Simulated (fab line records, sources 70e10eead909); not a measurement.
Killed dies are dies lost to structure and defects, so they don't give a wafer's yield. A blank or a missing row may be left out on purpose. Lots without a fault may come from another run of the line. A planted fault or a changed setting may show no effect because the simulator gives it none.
Chamber matching | flow nand_harc | NHARC_A_M0_CMP_23 on cmp-02: 4 sister chambers
The step polishes, t overpolish 20 s, target thk 113.75 nm. 8 wafers are shown with their chamber, then 8 later ones without.

WAFERS WITH THEIR CHAMBER
wafer  | chamber | motor_current_A (A) | time_to_endpoint_s (s)
L077.1 | 0       | 10.9                | 26
L077.2 | 2       | 11.2                | 31
L079.3 | 1       | 12.5                | 27
L079.6 | 3       | 11.8                | 32
L084.3 | 2       | 10.7                | 29
L084.4 | 0       | 10.6                | 27
L084.5 | 1       | 12.2                | 27
L087.1 | 3       | 12.1                | 34

WAFERS WITHOUT THEIR CHAMBER
wafer  | motor_current_A (A) | time_to_endpoint_s (s)
L087.5 | 12.1                | 27
L087.6 | 10.7                | 28
L088.1 | 11.8                | 31
L088.2 | 12.4                | 24
L088.4 | 11.6                | 29
L093.1 | 12.5                | 32
L093.2 | 11.7                | 28
L093.3 | 13.1                | 25

WHICH CHAMBER EACH WENT THROUGH
wafer  | from the rows above               | in truth
L087.5 | 1                                 | 1
L087.6 | can't be placed: 0 or 2           | 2
L088.1 | can't be placed: 3 or 2           | 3
L088.2 | 1                                 | 1
L088.4 | can't be placed: 2 or 1 or 3 or 0 | 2
L093.1 | 3                                 | 3
L093.2 | can't be placed: 1 or 2 or 0      | 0
L093.3 | 1                                 | 1
Placed correctly: 4 of 8. Can't be placed from these rows: 4 (the true chamber is among the candidates in 4). Placed wrongly: 0.
How it was worked out, from the rows above alone: a wafer's distance from a chamber is the root of the sum, over the readings, of the square of ((its reading less the chamber's mean) divided by the reading's scatter). The wafer belongs to the nearest chamber; if the next one is less than 2 further off, it can't be placed. A chamber's mean is the mean of its shown wafers. The scatter: the root of (the sum of the squares of (reading less its chamber's mean) over the shown wafers, divided by (wafers less chambers)).
